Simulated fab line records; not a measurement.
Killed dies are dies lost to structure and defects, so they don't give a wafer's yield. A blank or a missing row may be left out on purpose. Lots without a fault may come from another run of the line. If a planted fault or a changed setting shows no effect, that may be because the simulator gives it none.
A struck lot beside a sound one	flow n5Finfet	18 steps out of a route of 1938
Sound: the wafers L680.1, L680.4, L680.6. The struck wafers were L670.2, L670.3, L670.6. The cause is named last.
At each step with rows: each side's tool, then ch and its chambers, then its first start. Under that, the readings that differ: sound wafers	struck wafers	difference of the means	sigmas: that difference in standard deviations of wafers without a fault.
alike: readings with means less than 2 such deviations apart, plus words and numbers identical on both sides. not compared: withheld readings, readings lacking a value on some wafer, bounds such as >300 that could conceal the same value, and numbers that have no deviation in the record and whose values overlap.
The two part at a step that has a row with sigmas, a row that says differs or no value, or rows on one side only. Numbers that have no deviation but don't overlap get no sigmas and don't part them. Lack of a reading on every wafer of one side parts them only where that side has two or more wafers.

first, 9 steps without rows for these wafers: N5_BEOL_M1_CO_CAP_55 (material Co, precursor CCTBA/H2, target thk 2 nm, time 102.1 s); N5_BEOL_M1_PRE_CLEAN_56 (time 15 s); N5_BEOL_M1_DEP_57 (deposits SiCN from 3MS/NH3, target thk 8 nm, time 14 s); N5_BEOL_M2_ILD_DEP_00 (deposits SiOC from DEMS/O2, target thk 79 nm, time 15.3 s); N5_BEOL_M2_PECVD_72 (deposits SiO2 from TEOS/O2, target thk 16 nm, time 18 s); N5_BEOL_M2_HM_DEP_02 (deposits TiN, target thk 20 nm); N5_BEOL_M2_COAT_61 (time 60 s, resist thk 60 nm); N5_BEOL_M2_COAT_62 (time 60 s, resist thk 12 nm); N5_BEOL_M2_COAT_73 (time 60 s, resist thk 5 nm).
N5_BEOL_M2_COAT_05: resist thk 30 nm.
  sound on lithoTrack-01 ch 0, day 12 10:10; struck on lithoTrack-04 ch 0, day 10 14:11
reading	sound	struck	difference	sigmas
spinSpeedRpm (rpm)	1498.9 1497.6 1498.6	1402.6 1403.9 1402.2	-95.5	-99 or more
model.CAR-EUV_of_BEOL_M2_COAT_05.thkNm (nm)	29.8 29.8 29.8	31.2 31.2 31	+1.3	
then, 5 steps without rows for these wafers: N5_BEOL_M2_EBR_07; N5_BEOL_M2_SOFTBAKE_06 (time 60 s); N5_BEOL_M2_EXPOSE_08 (exposes mask M2); N5_BEOL_M2_PEB_09 (peb time 60 s); N5_BEOL_M2_DEVELOP_10 (develop time 30 s).
N5_BEOL_M2_DESCUM_16: chemistry O2, time 7 s.
  sound on rieDiel-06 ch 0,1,3, day 12 10:47; struck on rieDiel-05 ch 0,3, day 10 14:42
reading	sound	struck	difference	sigmas
model.CAR-EUV_of_BEOL_M2_COAT_05.thkNm (nm)	26 26 25.8	27.2 27.2 27.2	+1.3	
  alike: chamberPressureMTorr, drypumpMotorCurrentA, o2FlowSccm, oesProductAu, rfVppV, showerheadPlenumPTorr, throttleValvePct
  not compared: rfHoursCounterH
then, 1 step without rows for these wafers: N5_BEOL_M2_ETCH_74 (etches underlayer in N2/H2, target depth 6.5 nm, time 5.2 s).
N5_BEOL_M4_RC_MEAS_101:
  sound on prober-01 ch 0, day 13 20:33; struck on prober-02 ch 0, day 11 21:46
reading	sound	struck	difference	sigmas
SS_N (mV/dec)	73.3 72.0 71.7	71.6 70.5 71.1	-1.3	-2
  alike: DIBL_N, DIBL_P, IOFF_N, IOFF_P, ION_N, ION_P, SS_P, VT_N, VT_P

WHERE THEY PART
Last at N5_BEOL_M4_RC_MEAS_101 as far as this record goes, first at N5_BEOL_M2_COAT_05.

WHY: what the simulator had put in
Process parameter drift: lithoTrack-04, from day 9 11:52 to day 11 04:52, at N5_BEOL_M2_COAT_05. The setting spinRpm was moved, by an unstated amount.
